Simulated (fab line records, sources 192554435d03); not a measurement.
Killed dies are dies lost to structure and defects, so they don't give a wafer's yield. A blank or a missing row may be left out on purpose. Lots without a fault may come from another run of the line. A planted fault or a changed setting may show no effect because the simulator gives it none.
A struck lot beside a sound one | flow n5_finfet | 22 steps out of a route of 1938
Sound: wafers L341.2, L341.5, L341.6. Struck: wafers L348.1, L348.2, L348.4. The cause comes at the end.
At each step with rows: each side's tool, then ch and its chambers, then its first start. Under that, the readings that differ: sound wafers | struck wafers | difference of the means | sigmas: that difference in standard deviations of wafers without a fault.
alike: readings whose means differ by less than 2 such deviations, and words and numbers that are the same on both sides. not compared: withheld readings, readings that some wafer has no value for, bounds like >300 that may hide the same value, and numbers for which the record gives no deviation and whose values overlap.
The two part at a step that has a row with sigmas, a row that says differs or no value, or rows on one side only. Numbers that don't overlap but have no deviation are shown without sigmas and don't part them. A reading that every wafer of one side lacks parts them only if that side has two wafers or more.

first, 7 steps without rows for these wafers: N5_BEOL_M1_COAT_73 (time 60 s, resist thk 5 nm); N5_BEOL_M1_COAT_05 (resist thk 30 nm); N5_BEOL_M1_EBR_07; N5_BEOL_M1_SOFTBAKE_06 (time 60 s); N5_BEOL_M1_EXPOSE_08 (exposes mask M1); N5_BEOL_M1_PEB_09 (peb time 60 s); N5_BEOL_M1_DEVELOP_10 (develop time 30 s).
N5_BEOL_M1_CD_MEAS_11: target cd 17.05 nm.
  sound on cd_sem-02 ch 0, day 7 13:11; struck on cd_sem-01 ch 0, day 9 13:17
  alike: cd_nm
N5_BEOL_M1_OVL_MEAS_12:
  sound on overlay-01 ch 0, day 7 13:13; struck on overlay-01 ch 0, day 9 13:19
  alike: M1_OVL
N5_BEOL_M1_INSPECT_13: inspects for defects (brightfield).
  sound on defect_inspect-01, day 7 13:16; struck on defect_inspect-02, day 9 13:23
  reading          | sound       | struck      | difference | sigmas
  raw_defect_count | 273 272 291 | 659 467 462 | +251       | +2
N5_BEOL_M1_DESCUM_16: chemistry O2, time 7 s.
  sound on rie_diel-05 ch 1,2,3, day 7 13:18; struck on rie_diel-03 ch 1,2,3, day 9 13:25
  alike: chamber_pressure_mTorr, drypump_motor_current_A, oes_product_au, rf_fwd_power_W, rf_vpp_V, showerhead_plenum_p_Torr, throttle_valve_pct
  not compared: rf_hours_counter_h
N5_BEOL_M1_ETCH_74: etches underlayer in N2/H2, target depth 6.5 nm, time 5.2 s.
  sound on rie_diel-05 ch 1,2,3, day 7 13:20; struck on rie_diel-03 ch 1,2,3, day 9 13:27
  alike: bias_w, chamber_pressure_mTorr, drypump_motor_current_A, etch_rf_on_time_s, oes_product_au, rf_fwd_power_W, rf_vpp_V, showerhead_plenum_p_Torr, throttle_valve_pct
  not compared: rf_hours_counter_h
N5_BEOL_M1_ETCH_63: etches SiARC in CF4, target depth 15.6 nm, time 26 s.
  sound on rie_diel-05 ch 1,2,3, day 7 13:21; struck on rie_diel-03 ch 1,2,3, day 9 13:28
  no value came back on the struck wafers for any of 10 readings (bias_w (W), cf4_flow_sccm (sccm) and others); on the sound wafers bias_w (W) reads 35.79 35.95 36.13
  reading                                      | sound      | struck         | difference | sigmas
  model.CAR-EUV_of_BEOL_M1_COAT_05.thk_nm (nm) | 11.2 11 11 | 20.2 20.4 20.4 | +9.3       |
  not compared: rf_hours_counter_h
N5_BEOL_M1_ETCH_64: etches SOC in N2/H2, target depth 75 nm, overetch 15 nm, time 112.5 s.
  sound on rie_diel-05 ch 1,2,3, day 7 13:23; struck on rie_diel-03 ch 1,2,3, day 9 13:29
  reading               | sound             | struck            | difference | sigmas
  bias_w (W)            | 150.0 151.0 150.0 | 148.9 149.2 149.9 | -1.0       | -2
  oes_product_au (a.u.) | 0.55 0.60 0.55    | 0.26 0.31 0.35    | -0.26      | -5
  alike: chamber_pressure_mTorr, drypump_motor_current_A, rf_fwd_power_W, rf_vpp_V, showerhead_plenum_p_Torr, throttle_valve_pct
  not compared: rf_hours_counter_h
then, 2 steps without rows for these wafers: N5_BEOL_M1_STRIP_65 (strips in N2/H2); N5_BEOL_M1_STRIP_75 (strips in N2/H2).
N5_BEOL_M1_STRIP_66: strips in CF4.
  sound on rie_diel-05 ch 1,2,3, day 7 13:30; struck on rie_diel-03 ch 1,2,3, day 9 13:37
  alike: cf4_flow_sccm, chamber_pressure_mTorr, drypump_motor_current_A, oes_product_au, rf_fwd_power_W, rf_vpp_V, showerhead_plenum_p_Torr, throttle_valve_pct
  not compared: rf_hours_counter_h
N5_BEOL_M1_HM_OPEN_17: chemistry Cl2/BCl3, target TiN, target depth 20 nm, overetch 6 nm.
  sound on rie_metal-03 ch 0,1, day 7 13:32; struck on rie_metal-01 ch 0,1, day 9 13:40
  reading                | sound             | struck            | difference | sigmas
  oes_product_au (a.u.)  | 0.83 0.82 0.67    | 0.30 0.24 0.24    | -0.51      | -7
  throttle_valve_pct (%) | 22.23 22.24 22.05 | 22.78 22.98 22.97 | +0.74      | +4
  alike: chamber_pressure_mTorr, drypump_motor_current_A, rf_fwd_power_W
  not compared: rf_hours_counter_h
N5_BEOL_M1_STRIP_19: strips in O2.
  sound on rie_diel-06 ch 0,3, day 7 13:40; struck on rie_diel-03 ch 0,2,3, day 9 13:53
  alike: chamber_pressure_mTorr, drypump_motor_current_A, oes_product_au, rf_vpp_V, showerhead_plenum_p_Torr, throttle_valve_pct
  not compared: rf_hours_counter_h
N5_BEOL_M1_CD_MEAS_18: pitch 36 nm, target cd 18 nm.
  sound on cd_sem-01, day 7 13:44; struck on cd_sem-01, day 9 13:58
  reading    | sound             | struck | difference                    | sigmas
  cd_nm (nm) | 18.06 17.80 18.00 | - - -  | no value on the struck wafers |
then, 1 step without rows for these wafers: N5_BEOL_M1_COAT_67 (time 60 s, resist thk 60 nm).
N5_BEOL_M4_RC_MEAS_101:
  the record has rows for the sound wafers here (prober-01 ch 0, day 9 13:05) and none for the struck ones

WHERE THEY PART
First at N5_BEOL_M1_INSPECT_13; last, within this record, at N5_BEOL_M4_RC_MEAS_101.

WHY: what the simulator had put in
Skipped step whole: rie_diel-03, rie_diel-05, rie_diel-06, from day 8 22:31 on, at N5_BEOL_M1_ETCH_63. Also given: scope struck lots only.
